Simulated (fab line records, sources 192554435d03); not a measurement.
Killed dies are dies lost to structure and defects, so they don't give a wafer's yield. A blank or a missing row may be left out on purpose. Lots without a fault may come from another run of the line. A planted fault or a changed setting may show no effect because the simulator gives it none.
fab line records | flow n5_finfet
record lots=5 wafers=15 last_day=17
route steps=1938 shown HKMG_FIN@464 GATE_CUT@465
lots that met no fault: from a run of the same line without faults
start_h: hours from the record's first day to the start of the lot's first wafer shown | wait_h: hours since the lot's step before | " the same as in the row above | L1.1+2: a row that stands for several wafers | - no value, or no start given | * or withheld: withheld | < > ~ a bound
route shown NAME@n: a module of which the file shows steps, and the number in the route of the first | usual: mean/standard deviation of fault-free wafers | same: alike in all rows | chamber/n: place in a boat | sites: the reading at each site | _std_site: their standard deviation | _edge_site: outer sites' mean less inner sites' | radius_mm: how far each site lies from the wafer's centre | mask NAME#n: copy n | behind: the tool/chamber that last shaped the wafer | hold: why the lot was held/for how many hours/how that ended | device: the transistor (n, p or np) that didn't switch | end of line: the same wafers' tests at the end of the route | a step without rows: its recipe alone | killed: dies lost to structure and defects at the first sort, not the wafer's yield | map: a wafer's dies, x killed, . not, _ none there
set.NAME: the setting as run; set.NAME@STEP: as run at that earlier step | model.NAME: the simulator's own value behind a step, which no gauge read
lots at some steps of the route; a table a step, a row a wafer
services: from which hour (start_h, from the record's first day; less than 0 if before it) a tool's chamber was out of use, for how many hours, and why
## steps
# step N5_HKMG_FIN_INSPECT_28
# recipe inspect_instrument=darkfield mode=post_cmp
# usual raw_defect_count=42/16
# columns lot.wafer tool chamber start_h wait_h raw_defect_count
L080.1 defect_inspect-01 - 118.34 0.0 36
L080.3 " - " " 37
L080.4 " - " " 47
L081.2 defect_inspect-02 - 122.20 0.0 57
L081.5 " - " " 33
L081.6 " - " " 42
L087.2 defect_inspect-02 - 161.09 0.0 37
L087.3 " - " " 41
L087.4 " - " " 79
L090.1 defect_inspect-02 - 176.57 0.0 46
L090.4 " - " " 49
L090.6 " - " " 47
L094.1 defect_inspect-01 - 199.55 0.0 31
L094.4 " - " " 50
L094.6 " - " " 40
# step N5_GATE_CUT_ETCHBACK_00
# recipe chemistry=SF6/Cl2 target=W pressure_mtorr=8 icp_w=900 bias_w=80 SF6_flow_sccm=40 Cl2_flow_sccm=60
# usual drypump_motor_current_A=5.7/0.51 mfc_cl2_sccm=60.03/0.18 oes_product_au=0.71/0.048 throttle_valve_pct=27.2/0.36
# columns lot.wafer tool chamber start_h wait_h drypump_motor_current_A mfc_cl2_sccm oes_product_au rf_hours_counter_h throttle_valve_pct
L080.1 rie_metal-01 1 118.37 0.0 5.7 59.85 0.77 39 27.1
L080.3 " 1 " " 5.7 60.04 0.77 - 27.1
L080.4 " 1 " " 5.6 60.04 0.78 - 27.1
L081.2 rie_metal-02 1 122.23 0.0 6.5 60.08 0.68 92 27.0
L081.5 " 1 " " 6.5 59.87 0.69 - 27.0
L081.6 " 0 " " 5.1 60.09 0.71 - 27.0
L087.2 rie_metal-01 0 161.12 0.0 5.6 60.21 0.70 77 28.1
L087.3 " 1 " " 5.7 59.82 0.75 - 27.1
L087.4 " 0 " " 5.7 60.37 0.70 - 28.1
L090.1 rie_metal-01 0 176.61 0.0 5.7 60.09 0.70 78 28.1
L090.4 " 1 " " 5.7 60.11 0.75 - 27.1
L090.6 " 1 " " 5.7 59.92 0.75 - 27.1
L094.1 rie_metal-01 0 199.59 0.0 5.7 60.11 0.69 79 28.1
L094.4 " 0 " " 5.7 59.92 0.70 - 28.1
L094.6 " 1 " " 5.7 59.84 0.74 - 27.1
# step N5_GATE_CUT_ETCH_56
# recipe chemistry=Cl2/Ar target=TiN target_depth_a=216 pressure_mtorr=10 icp_w=600 bias_w=60 Cl2_flow_sccm=40 Ar_flow_sccm=60
# usual drypump_motor_current_A=5.7/0.51 mfc_cl2_sccm=40.01/0.13 oes_product_au=0.71/0.049 throttle_valve_pct=20.6/0.34
# columns lot.wafer tool chamber start_h wait_h drypump_motor_current_A mfc_cl2_sccm oes_product_au rf_hours_counter_h throttle_valve_pct
L080.1 rie_metal-01 1 118.61 0.2 5.7 39.79 0.76 39 20.3
L080.3 " 1 " " 5.7 39.78 0.77 - 20.3
L080.4 " 1 " " 5.7 40.10 0.77 - 20.3
L081.2 rie_metal-02 1 122.35 0.1 6.5 40.14 0.70 92 20.5
L081.5 " 1 " " 6.5 40.00 0.70 - 20.5
L081.6 " 0 " " 5.2 40.06 0.70 - 20.6
L087.2 rie_metal-01 0 161.24 0.1 5.7 40.17 0.68 77 21.4
L087.3 " 1 " " 5.7 39.92 0.75 - 20.4
L087.4 " 0 " " 5.7 40.20 0.68 - 21.4
L090.1 rie_metal-01 0 176.73 0.1 5.7 39.96 0.68 78 21.4
L090.4 " 1 " " 5.7 39.86 0.75 - 20.3
L090.6 " 1 " " 5.7 40.02 0.74 - 20.4
L094.1 rie_metal-01 0 199.71 0.1 5.7 39.99 0.68 79 21.4
L094.4 " 0 " " 5.7 39.80 0.68 - 21.4
L094.6 " 1 " " 5.7 40.00 0.74 - 20.3
# step N5_GATE_CUT_ETCHBACK_30
# recipe chemistry=Cl2/Ar target=TiN target_depth_a=30 mode=isotropic pressure_mtorr=10 icp_w=600 bias_w=60 Cl2_flow_sccm=40 Ar_flow_sccm=60
# usual drypump_motor_current_A=5.7/0.51 mfc_cl2_sccm=40.00/0.12 oes_product_au=0.71/0.048 throttle_valve_pct=20.6/0.34
# columns lot.wafer tool chamber start_h wait_h drypump_motor_current_A mfc_cl2_sccm oes_product_au rf_hours_counter_h throttle_valve_pct
L080.1 rie_metal-01 1 118.79 0.1 5.7 39.95 0.76 39 20.3
L080.3 " 1 " " 5.7 39.80 0.77 - 20.3
L080.4 " 1 " " 5.7 39.95 0.76 - 20.3
L081.2 rie_metal-02 1 122.44 0.1 6.5 40.08 0.69 93 20.5
L081.5 " 1 " " 6.5 40.14 0.70 - 20.6
L081.6 " 0 " " 5.1 40.03 0.69 - 20.6
L087.2 rie_metal-01 0 161.33 0.1 5.7 40.02 0.69 77 21.4
L087.3 " 1 " " 5.7 40.07 0.74 - 20.3
L087.4 " 0 " " 5.7 40.09 0.68 - 21.4
L090.1 rie_metal-01 0 176.82 0.1 5.7 40.13 0.69 78 21.4
L090.4 " 1 " " 5.7 39.96 0.75 - 20.3
L090.6 " 1 " " 5.7 39.95 0.75 - 20.3
L094.1 rie_metal-01 0 199.80 0.1 5.7 40.10 0.68 80 21.4
L094.4 " 0 " " 5.7 40.22 0.68 - 21.4
L094.6 " 1 " " 5.7 40.06 0.74 - 20.3
# step N5_GATE_CUT_VAPOR_ETCH_60
# recipe chemistry=BCl3/Cl2 target=HfO2 mode=isotropic
# usual drypump_motor_current_A=5.7/0.51 oes_product_au=0.71/0.046
# columns lot.wafer tool chamber start_h wait_h drypump_motor_current_A oes_product_au
L080.1 rie_metal-01 1 118.85 0.1 5.7 0.78
L080.3 " 1 " " 5.7 0.77
L080.4 " 1 " " 5.6 0.77
L081.2 rie_metal-02 1 122.47 0.0 6.5 0.70
L081.5 " 1 " " 6.5 0.70
L081.6 " 0 " " 5.1 0.70
L087.2 rie_metal-01 0 161.36 0.0 5.6 0.70
L087.3 " 1 " " 5.7 0.76
L087.4 " 0 " " 5.7 0.70
L090.1 rie_metal-01 0 176.85 0.0 5.6 0.70
L090.4 " 1 " " 5.7 0.76
L090.6 " 1 " " 5.6 0.75
L094.1 rie_metal-01 0 199.83 0.0 5.7 0.69
L094.4 " 0 " " 5.7 0.69
L094.6 " 1 " " 5.7 0.75
# step N5_GATE_CUT_ETCH_58
# recipe chemistry=CH3F/O2 target=SiNx target_depth_a=170 time_s=128.6 ion_energy_ev=50 pressure_mtorr=30 source_w=415 bias_w=21 Ar_flow_sccm=150 CH3F_flow_sccm=30 O2_flow_sccm=20
# usual drypump_motor_current_A=5.8/0.56 oes_product_au=0.79/0.081 rf_vpp_V=99.1/1 showerhead_plenum_p_Torr=2.00/0.079 throttle_valve_pct=16.41/0.19
# same time_s=128.6
# columns lot.wafer tool chamber start_h wait_h drypump_motor_current_A oes_product_au rf_hours_counter_h rf_vpp_V showerhead_plenum_p_Torr throttle_valve_pct
L080.1 rie_diel-03 0 118.93 0.1 5.9 0.82 81 98.9 2.04 16.37
L080.3 " 3 " " 5.6 0.72 171 99.3 2.00 16.43
L080.4 " 3 " " 5.6 0.73 - 98.9 2.00 16.43
L081.2 rie_diel-06 2 122.52 0.0 5.5 0.73 215 97.9 1.90 16.58
L081.5 " 0 " " 5.8 0.71 - 99.7 2.06 16.82
L081.6 " 3 " " 5.9 0.86 - 96.5 1.96 16.34
L087.2 rie_diel-05 3 161.49 0.1 5.1 0.67 245 99.4 1.88 16.59
L087.3 " 2 " " 5.1 0.91 31 99.3 1.96 16.39
L087.4 " 1 " " 5.4 0.78 129 97.7 1.91 16.21
L090.1 rie_diel-05 2 176.90 0.0 5.1 0.89 38 98.7 1.96 16.40
L090.4 " 1 " " 5.4 0.76 - 99.5 1.91 16.22
L090.6 " 2 " " 5.1 0.89 - 98.0 1.96 16.40
L094.1 rie_diel-05 1 199.89 0.0 5.3 0.78 143 98.2 1.90 16.23
L094.4 " 3 " " 5.1 0.97 3 99.5 2.13 16.10
L094.6 " 1 " " 5.3 0.76 - 98.7 1.90 16.23
# step N5_GATE_CUT_STRIP_59
# recipe chemistry=N2/H2 time_s=20 power_w=100 temp_c=40 pressure_mtorr=100 rf_frequency_hz=6e+07 bias_power_w=3 n2_flow_sccm=300 h2_flow_sccm=300
# usual drypump_motor_current_A=5.8/0.56 oes_product_au=0.79/0.078 rf_vpp_V=45.4/0.87 showerhead_plenum_p_Torr=3.38/0.12 throttle_valve_pct=12.28/0.22
# same time_s=20
# columns lot.wafer tool chamber start_h wait_h drypump_motor_current_A oes_product_au rf_hours_counter_h rf_vpp_V showerhead_plenum_p_Torr throttle_valve_pct
L080.1 rie_diel-03 0 119.04 0.1 5.9 0.81 81 44.4 3.42 12.16
L080.3 " 3 " " 5.7 0.73 171 44.4 3.36 12.24
L080.4 " 3 " " 5.7 0.73 - 45.4 3.36 12.26
L081.2 rie_diel-06 2 122.62 0.1 5.4 0.72 215 45.4 3.20 12.43
L081.5 " 0 " " 5.8 0.72 - 44.4 3.47 12.72
L081.6 " 3 " " 5.9 0.87 - 45.5 3.31 12.14
L087.2 rie_diel-05 3 161.59 0.1 5.1 0.67 245 45.4 3.20 12.61
L087.3 " 2 " " 5.1 0.89 31 47.7 3.32 12.29
L087.4 " 1 " " 5.4 0.78 129 44.3 3.24 12.10
L090.1 rie_diel-05 2 177.00 0.1 5.1 0.87 39 44.4 3.32 12.30
L090.4 " 1 " " 5.4 0.77 - 43.7 3.24 12.12
L090.6 " 2 " " 5.1 0.88 - 44.9 3.32 12.31
L094.1 rie_diel-05 1 199.99 0.1 5.4 0.77 143 45.9 3.23 12.15
L094.4 " 3 " " 5.1 0.98 3 45.2 3.60 11.99
L094.6 " 1 " " 5.4 0.77 - 45.1 3.23 12.13
# step N5_GATE_CUT_PRECLEAN_31
# recipe temp_c=23 chemistry=DIW time_s=300
# same time_s=300
# columns lot.wafer tool chamber start_h wait_h
L080.1+3+4 wet_bench-04 5,7,2 119.12 0.1
L081.2+5+6 wet_bench-04 7,1,4 122.71 0.1
L087.2+3+4 wet_bench-01 7,5,0 161.68 0.1
L090.1+4+6 wet_bench-01 5,6,2 177.08 0.1
L094.1+4+6 wet_bench-02 2,7,6 200.07 0.1
# step N5_GATE_CUT_SRD_32
# recipe time_s=30 temp_c=23 rinse_liquid=diw dry=ipa_marangoni
# same time_s=30
# columns lot.wafer tool chamber start_h wait_h
L080.1+3+4 wet_bench-04 5,7,2 119.21 0.0
L081.2+5+6 wet_bench-04 7,1,4 122.80 0.0
L087.2+3+4 wet_bench-01 7,5,0 161.77 0.0
L090.1+4+6 wet_bench-01 5,6,2 177.18 0.0
L094.1+4+6 wet_bench-02 2,7,6 200.16 0.0
# step N5_GATE_CUT_SAC_CAP_01
# recipe material=SiNx target_thk_a=240 temp_c=400 ald_precursor_family=SiH2I2 ald_co_reactant=N2/H2-plasma pulse_time_s=1 ald_cycles=480 purge_time_s=2 co_reactant_purge_time_s=2 pressure_torr=2
# usual heater_power_w=853/62 precursor_pulse_height_rel=1.000/0.02
# columns lot.wafer tool chamber start_h wait_h heater_power_w precursor_pulse_height_rel since_wet_clean_h
L080.1 ald_sin-02 1 119.25 0.0 876 0.997 112
L080.3 " 0 " " 892 1.004 112
L080.4 " 2 " " 754 1.002 112
L081.2 ald_sin-03 2 122.85 0.0 830 1.012 23
L081.5 " 3 123.93 1.1 803 0.982 -
L081.6 " 0 " " 837 0.980 -
L087.2 ald_sin-02 3 161.82 0.0 869 0.984 155
L087.3 " 2 " " 775 0.983 155
L087.4 " 3 162.90 1.1 855 1.003 -
L090.1 ald_sin-03 3 177.23 0.0 834 0.962 77
L090.4 " 0 " " 841 1.031 77
L090.6 " 1 178.31 1.1 795 1.010 -
L094.1 ald_sin-01 1 200.21 0.0 810 1.016 298
L094.4 " 0 " " 931 1.021 298
L094.6 " 3 201.30 1.1 861 0.987 -
# step N5_GATE_CUT_PECVD_57
# recipe material=SiNx target_thk_a=210 temp_c=400 precursor=SiH4/NH3/N2 pressure_torr=1.5 rf_w=300
# usual heater_power_w=810/69 showerhead_plenum_p_Torr=5.13/0.047 throttle_valve_pct=39.5/2.5
# columns lot.wafer tool chamber start_h wait_h heater_power_w showerhead_plenum_p_Torr since_wet_clean_h throttle_valve_pct
L080.1 pecvd-04 2 121.45 1.1 771 5.10 434 37.3
L080.3 " 1 " " 890 5.14 1913 38.4
L080.4 " 0 " " 753 5.10 - 40.5
L081.2 pecvd-03 1 125.04 1.1 884 5.15 1554 42.7
L081.5 " 2 " " 866 5.15 - 35.3
L081.6 " 1 " " 882 5.13 - 42.5
L087.2 pecvd-04 2 164.01 1.1 796 5.10 476 37.3
L087.3 " 0 " " 828 5.10 1230 40.5
L087.4 " 1 " " 857 5.15 - 38.2
L090.1 pecvd-04 1 179.42 1.1 821 5.15 1971 38.4
L090.4 " 0 " " 809 5.09 - 40.5
L090.6 " 2 " " 785 5.09 - 37.8
L094.1 pecvd-02 0 202.41 1.1 841 5.20 1088 37.8
L094.4 " 2 " " 799 5.06 - 41.8
L094.6 " 0 " " 840 5.18 - 38.1
# step N5_GATE_CUT_CMP_02
# recipe stop_on=SiO2 t_overpolish_s=12.7 post_cmp_clean=alkaline_brush down_force_psi=2.5 platen_rpm=51.8 pad_velocity_m_s=1.0307 target_thk_nm=0
# usual motor_current_A=9.3/1 overpolish_run_s=12.700/0.0096 time_to_endpoint_s=25.1/2.5
# columns lot.wafer tool chamber start_h wait_h motor_current_A overpolish_run_s time_to_endpoint_s
L080.4 cmp-01 0 121.55 0.1 10.7 12.702 27.9
L080.3 " 1 " " 7.8 12.698 27.8
L080.1 " 3 " " 8.3 12.688 24.6
L081.2 cmp-03 3 125.23 0.2 9.1 12.709 22.2
L081.6 " 0 " " 8.1 12.702 25.2
L081.5 " 1 " " 9.8 12.692 24.3
L087.4 cmp-02 2 164.12 0.1 9.0 12.689 26.9
L087.3 " 3 " " 9.5 12.712 24.4
L087.2 " 0 " " 9.0 12.680 22.9
L090.4 cmp-02 0 179.49 0.0 8.7 12.699 20.7
L090.1 " 1 " " 10.6 12.704 23.9
L090.6 " 0 " " 8.5 12.700 18.0
L094.4 cmp-01 1 202.48 0.0 7.8 12.695 24.4
L094.1 " 2 " " 10.5 12.704 23.5
L094.6 " 1 " " 7.7 12.705 23.2
# step N5_GATE_CUT_HM_DEP_46
# recipe material=SiO2 target_thk_a=1300 temp_c=400 precursor=TEOS/O2 pressure_torr=6.5 rf_w=900 teos_flow_sccm=161.4 gas=O2 flow_sccm=2650 time_s=26.6
# usual heater_power_w=609/66 showerhead_plenum_p_Torr=8.340/0.023 throttle_valve_pct=18.4/1
# same time_s=26.6
# columns lot.wafer tool chamber start_h wait_h heater_power_w showerhead_plenum_p_Torr since_wet_clean_h throttle_valve_pct
L080.1 pecvd-02 1 121.88 0.0 590 8.356 1732 20.0
L080.3 " 0 " " 536 8.372 1007 17.5
L080.4 " 1 " " 595 8.401 - 20.1
L081.2 pecvd-04 0 125.45 0.0 623 8.320 1192 19.2
L081.5 " 0 " " 622 8.342 - 19.2
L081.6 " 1 " " 546 8.340 - 17.8
L087.2 pecvd-04 0 164.42 0.0 633 8.330 1231 19.0
L087.3 " 1 " " 682 8.372 1956 17.5
L087.4 " 0 " " 639 8.314 - 19.0
L090.1 pecvd-04 2 179.83 0.0 574 8.325 492 17.6
L090.4 " 0 " " 524 8.321 - 19.0
L090.6 " 1 " " 673 8.334 - 18.1
L094.1 pecvd-02 1 202.81 0.0 537 8.388 1813 19.9
L094.4 " 2 " " 639 8.307 - 19.6
L094.6 " 0 " " 638 8.379 - 17.8
# step N5_GATE_CUT_COAT_34
# recipe resist=SOC temp_c=250 time_s=60 spin_rpm=1500 resist_thk_nm=60
# same time_s=60
# columns lot.wafer tool chamber start_h wait_h
L080.1+3+4 litho_track-03 0 121.95 0.0
L081.2+5+6 litho_track-05 0 125.51 0.0
L087.2+3+4 litho_track-05 0 164.48 0.0
L090.1+4+6 litho_track-03 0 179.89 0.0
L094.1+4+6 litho_track-05 0 202.88 0.0
# step N5_GATE_CUT_COAT_35
# recipe resist=SiARC temp_c=220 time_s=60 spin_rpm=1500 resist_thk_nm=10
# same time_s=60
# columns lot.wafer tool chamber start_h wait_h
L080.1+3+4 litho_track-03 0 - -
L081.2+5+6 litho_track-05 0 - -
L087.2+3+4 litho_track-05 0 - -
L090.1+4+6 litho_track-03 0 - -
L094.1+4+6 litho_track-05 0 - -
# step N5_GATE_CUT_COAT_27
# recipe resist=underlayer temp_c=205 time_s=60 spin_rpm=1500 resist_thk_nm=10
# same time_s=60
# columns lot.wafer tool chamber start_h wait_h
L080.1+3+4 litho_track-03 0 - -
L081.2+5+6 litho_track-05 0 - -
L087.2+3+4 litho_track-05 0 - -
L090.1+4+6 litho_track-03 0 - -
L094.1+4+6 litho_track-05 0 - -
# step N5_GATE_CUT_COAT_07
# recipe resist=CAR-EUV spin_rpm=1500 resist_thk_nm=30
# columns lot.wafer tool chamber start_h wait_h
L080.1+3+4 litho_track-03 0 - -
L081.2+5+6 litho_track-05 0 - -
L087.2+3+4 litho_track-05 0 - -
L090.1+4+6 litho_track-03 0 - -
L094.1+4+6 litho_track-05 0 - -
# step N5_GATE_CUT_EBR_09
# recipe solvent=PGMEA ebr_width_mm=1.5
# same ebr_width_mm=1.5
# columns lot.wafer tool chamber start_h wait_h
L080.1+3+4 litho_track-03 0 - -
L081.2+5+6 litho_track-05 0 - -
L087.2+3+4 litho_track-05 0 - -
L090.1+4+6 litho_track-03 0 - -
L094.1+4+6 litho_track-05 0 - -
# step N5_GATE_CUT_SOFTBAKE_08
# recipe temp_c=110 time_s=60 resist=CAR-EUV
# same time_s=60
# columns lot.wafer tool chamber start_h wait_h
L080.1+3+4 litho_track-03 0 - -
L081.2+5+6 litho_track-05 0 - -
L087.2+3+4 litho_track-05 0 - -
L090.1+4+6 litho_track-03 0 - -
L094.1+4+6 litho_track-05 0 - -
# step N5_GATE_CUT_EXPOSE_10
# recipe mask_id=GATE_CUT na=0.33 source_shape=annular sigma_inner=0.35 sigma_outer=0.8 polarization=unpolarized target_cd_nm=20 dose_mj=43.25
# usual reticle_temp_C=23.00/0.095 stage_msd_nm=0.87/0.051
# columns lot.wafer tool chamber start_h wait_h mask reticle_temp_C stage_msd_nm
L080.1 euv_scanner-01 0 122.21 - GATE_CUT#0 22.94 0.93
L080.3 " 0 " " GATE_CUT#0 22.93 0.93
L080.4 " 0 " " GATE_CUT#0 23.07 0.93
L081.2 euv_scanner-02 0 125.78 - GATE_CUT#0 22.86 0.83
L081.5 " 0 " " GATE_CUT#0 23.14 0.82
L081.6 " 0 " " GATE_CUT#0 22.97 0.82
L087.2 euv_scanner-01 0 164.63 - GATE_CUT#0 23.10 0.94
L087.3 " 0 " " GATE_CUT#0 23.00 0.94
L087.4 " 0 " " GATE_CUT#0 23.06 0.94
L090.1 euv_scanner-01 0 180.03 - GATE_CUT#0 23.21 0.94
L090.4 " 0 " " GATE_CUT#0 23.04 0.94
L090.6 " 0 " " GATE_CUT#0 23.13 0.94
L094.1 euv_scanner-01 0 203.01 - GATE_CUT#0 23.13 0.93
L094.4 " 0 " " GATE_CUT#0 23.01 0.93
L094.6 " 0 " " GATE_CUT#0 23.04 0.93
# step N5_GATE_CUT_PEB_11
# recipe peb_temp_c=100 peb_time_s=60 resist=CAR-EUV
# same peb_time_s=60
# columns lot.wafer tool chamber start_h wait_h
L080.1+3+4 litho_track-04 0 122.27 0.1
L081.2+5+6 litho_track-04 0 125.84 0.1
L087.2+3+4 litho_track-05 0 164.69 0.1
L090.1+4+6 litho_track-04 0 180.10 0.1
L094.1+4+6 litho_track-03 0 203.08 0.1
# step N5_GATE_CUT_DEVELOP_12
# recipe develop_time_s=30 developer=TMAH resist=CAR-EUV rinse_liquid=surfactant_rinse dry=air_spin dev_temp_c=23
# same develop_time_s=30
# columns lot.wafer tool chamber start_h wait_h
L080.1+3+4 litho_track-04 0 - -
L081.2+5+6 litho_track-04 0 - -
L087.2+3+4 litho_track-05 0 - -
L090.1+4+6 litho_track-04 0 - -
L094.1+4+6 litho_track-03 0 - -
# step N5_GATE_CUT_CD_MEAS_13
# recipe target_cd_nm=20 landing_energy_ev=500 detector=se_inlens
# usual cd_nm=19.99/0.26
# columns lot.wafer tool chamber start_h wait_h cd_nm
L080.1 cd_sem-03 0 122.34 - 19.71
L080.3 " 0 " " 20.23
L080.4 " 0 " " 19.46
L081.2 cd_sem-01 0 125.91 - 19.73
L081.5 " 0 " " 19.99
L081.6 " 0 " " 20.21
L087.2 cd_sem-01 0 164.76 - 19.62
L087.3 " 0 " " 20.46
L087.4 " 0 " " 20.03
L090.1 cd_sem-03 0 180.16 - 20.09
L090.4 " 0 " " 20.20
L090.6 " 0 " " 20.18
L094.1 cd_sem-02 0 203.15 - 20.18
L094.4 " 0 " " 20.07
L094.6 " 0 " " 20.18
# step N5_GATE_CUT_OVL_MEAS_14
# recipe points_per_wafer=522
# usual GATE_CUT_OVL=0.1/0.89
# columns lot.wafer tool chamber start_h wait_h GATE_CUT_OVL[nm]
L080.1 overlay-02 0 122.37 0.0 0.5
L080.3 " 0 " " -0.3
L080.4 " 0 " " 0.6
L081.2 overlay-02 0 125.94 0.0 -0.4
L081.5 " 0 " " 0.3
L081.6 " 0 " " -0.4
L087.2 overlay-02 0 164.79 0.0 0.3
L087.3 " 0 " " -1.0
L087.4 " 0 " " 1.6
L090.1 overlay-02 0 180.19 0.0 0.7
L090.4 " 0 " " -0.3
L090.6 " 0 " " -1.0
L094.1 overlay-02 0 203.18 0.0 0.3
L094.4 " 0 " " 0.6
L094.6 " 0 " " 0.4
# step N5_GATE_CUT_INSPECT_15
# recipe mode=adi inspect_instrument=brightfield
# usual raw_defect_count=133/44
# columns lot.wafer tool chamber start_h wait_h raw_defect_count
L080.1 defect_inspect-01 - 122.43 0.1 58
L080.3 " - " " 72
L080.4 " - " " 88
L081.2 defect_inspect-01 - 126.00 0.0 141
L081.5 " - " " 206
L081.6 " - " " 137
L087.2 defect_inspect-01 - 164.84 0.0 92
L087.3 " - " " 86
L087.4 " - " " 64
L090.1 defect_inspect-01 - 180.25 0.1 152
L090.4 " - " " 99
L090.6 " - " " 142
L094.1 defect_inspect-01 - 203.24 0.1 129
L094.4 " - " " 106
L094.6 " - " " 138
# step N5_GATE_CUT_DESCUM_18
# recipe chemistry=O2 time_s=7 source_power_w=50 bias_power_w=20 pressure_mtorr=20 rf_frequency_hz=2.712e+07 temp_c=40 resist=CAR-EUV o2_flow_sccm=225
# usual drypump_motor_current_A=5.9/0.37 oes_product_au=0.77/0.07 rf_vpp_V=243.1/1.3 showerhead_plenum_p_Torr=2.09/0.078 throttle_valve_pct=20.59/0.2
# same time_s=7
# columns lot.wafer tool chamber start_h wait_h drypump_motor_current_A oes_product_au rf_hours_counter_h rf_vpp_V showerhead_plenum_p_Torr throttle_valve_pct
L080.1 rie_diel-03 0 122.46 0.0 5.9 0.83 82 242.4 2.14 20.68
L080.3 " 3 " " 5.6 0.73 172 243.6 2.07 20.43
L080.4 " 3 " " 5.6 0.73 - 243.0 2.07 20.43
L081.2 rie_diel-06 0 126.03 0.0 5.8 0.72 221 244.8 2.14 20.86
L081.5 " 0 " " 5.8 0.72 - 244.0 2.14 20.86
L081.6 " 3 " " 5.9 0.88 - 242.3 2.02 20.35
L087.2 rie_diel-06 0 165.47 0.6 5.8 0.70 236 244.1 2.14 20.86
L087.3 " 1 " " 6.4 0.77 149 243.7 2.18 20.86
L087.4 " 2 " " 5.4 0.71 231 241.3 1.97 20.58
L090.1 rie_diel-06 2 181.14 0.9 5.4 0.70 239 241.3 1.96 20.61
L090.4 " 3 " " 5.9 0.85 80 242.7 2.02 20.37
L090.6 " 2 " " 5.5 0.71 - 239.8 1.96 20.59
L094.1 rie_diel-03 1 203.27 0.0 6.1 0.73 170 241.6 2.10 20.48
L094.4 " 0 " " 5.9 0.80 - 242.3 2.14 20.70
L094.6 " 2 " " 6.1 0.70 - 244.4 2.16 20.76
# step N5_GATE_CUT_ETCH_28
# recipe chemistry=N2/H2 target=underlayer target_depth_a=130 mask_material=CAR-EUV time_s=10.4 ion_energy_ev=200 pressure_mtorr=30 source_w=840 bias_w=150 n2_flow_sccm=200 h2_flow_sccm=200 ends=cleared
# usual drypump_motor_current_A=5.9/0.37 etch_rf_on_time_s=10.50/0.26 oes_product_au=0.66/0.057 rf_vpp_V=523.6/2.7 showerhead_plenum_p_Torr=2.54/0.092 throttle_valve_pct=18.05/0.23
# columns lot.wafer tool chamber start_h wait_h drypump_motor_current_A etch_rf_on_time_s oes_product_au rf_hours_counter_h rf_vpp_V showerhead_plenum_p_Torr throttle_valve_pct
L080.1 rie_diel-03 0 122.50 0.0 5.9 10.29 0.70 82 522.8 2.58 17.94
L080.3 " 3 " " 5.7 10.54 0.62 172 524.5 2.53 17.86
L080.4 " 3 " " 5.7 10.61 0.62 - 523.6 2.53 17.88
L081.2 rie_diel-06 0 126.07 0.0 5.8 10.61 0.60 221 525.3 2.62 18.32
L081.5 " 0 " " 5.8 10.64 0.60 - 527.7 2.62 18.33
L081.6 " 3 " " 5.9 10.84 0.73 - 520.9 2.49 17.84
L087.2 rie_diel-06 0 165.50 0.0 5.8 10.76 0.58 236 525.2 2.61 18.35
L087.3 " 1 " " 6.4 10.48 0.65 149 527.5 2.67 18.44
L087.4 " 2 " " 5.4 10.11 0.62 231 520.5 2.39 18.06
L090.1 rie_diel-06 2 181.17 0.0 5.4 10.10 0.62 239 518.9 2.39 18.06
L090.4 " 3 " " 5.9 10.82 0.70 80 521.6 2.48 17.90
L090.6 " 2 " " 5.4 10.19 0.62 - 519.4 2.39 18.07
L094.1 rie_diel-03 1 203.30 0.0 6.1 10.49 0.63 170 523.6 2.53 17.87
L094.4 " 0 " " 5.9 10.36 0.69 - 524.3 2.57 17.94
L094.6 " 2 " " 6.1 10.64 0.61 - 525.5 2.62 18.11
# step N5_GATE_CUT_ETCH_36
# recipe chemistry=CF4 target=SiARC target_depth_a=130 mask_material=CAR-EUV time_s=21.7 ion_energy_ev=80 pressure_mtorr=40 source_w=545 bias_w=36 Ar_flow_sccm=100 cf4_flow_sccm=100 ends=cleared
# usual drypump_motor_current_A=5.9/0.37 etch_rf_on_time_s=22.0/0.53 oes_product_au=0.66/0.058 rf_vpp_V=184.1/1.2 showerhead_plenum_p_Torr=2.14/0.069 throttle_valve_pct=15.79/0.19
# columns lot.wafer tool chamber start_h wait_h drypump_motor_current_A etch_rf_on_time_s oes_product_au rf_hours_counter_h rf_vpp_V showerhead_plenum_p_Torr throttle_valve_pct
L080.1 rie_diel-03 0 122.52 0.0 5.9 21.6 0.70 82 183.7 2.17 15.61
L080.3 " 3 " " 5.7 21.7 0.63 172 185.6 2.15 15.78
L080.4 " 3 " " 5.7 22.0 0.62 - 184.2 2.15 15.78
L081.2 rie_diel-06 0 126.09 0.0 5.8 22.1 0.59 221 185.9 2.21 16.16
L081.5 " 0 " " 5.8 22.5 0.59 - 184.9 2.21 16.16
L081.6 " 3 " " 5.9 22.7 0.73 - 183.8 2.09 15.61
L087.2 rie_diel-06 0 165.52 0.0 5.8 22.0 0.60 236 184.4 2.20 16.18
L087.3 " 1 " " 6.3 21.8 0.66 149 186.2 2.22 15.90
L087.4 " 2 " " 5.4 21.1 0.62 231 183.4 2.03 15.86
L090.1 rie_diel-06 2 181.19 0.0 5.5 21.3 0.61 239 182.4 2.03 15.88
L090.4 " 3 " " 5.9 22.5 0.71 80 182.8 2.09 15.66
L090.6 " 2 " " 5.5 21.0 0.62 - 183.9 2.03 15.87
L094.1 rie_diel-03 1 203.32 0.0 6.1 22.4 0.63 170 184.3 2.14 15.67
L094.4 " 0 " " 5.9 22.1 0.69 - 185.1 2.17 15.65
L094.6 " 2 " " 6.1 22.9 0.60 - 184.0 2.21 15.95
## services
# columns tool chamber start_h hours kind
euv_scanner-02 - 103.18 0.4 repair
euv_scanner-02 - 110.87 1.0 pm
rie_diel-03 1 111.25 11.3 repair
euv_scanner-01 - 123.37 4.6 pm
pecvd-03 2 127.03 15.7 repair
cmp-02 - 131.67 0.6 repair
rie_diel-05 1 140.23 4.2 repair
rie_diel-05 0 144.19 3.1 repair
cmp-03 - 147.38 4.0 pm
ald_sin-02 1 147.49 30.3 repair
wet_bench-04 - 153.51 2.6 repair
rie_diel-03 1 156.24 7.0 repair
rie_diel-03 2 158.64 5.7 repair
pecvd-02 - 159.64 28.1 pm
rie_metal-02 0 166.26 7.7 repair
euv_scanner-02 - 167.02 1.0 pm
rie_diel-06 1 171.06 6.3 repair
cmp-03 - 181.03 5.0 pm
cmp-01 - 182.90 1.0 repair
euv_scanner-01 - 183.78 1.0 pm
rie_diel-05 1 185.48 11.0 repair
cmp-01 - 190.13 0.5 repair
rie_metal-02 1 198.86 9.7 repair
rie_diel-03 3 202.61 2.6 repair
## key
fault none
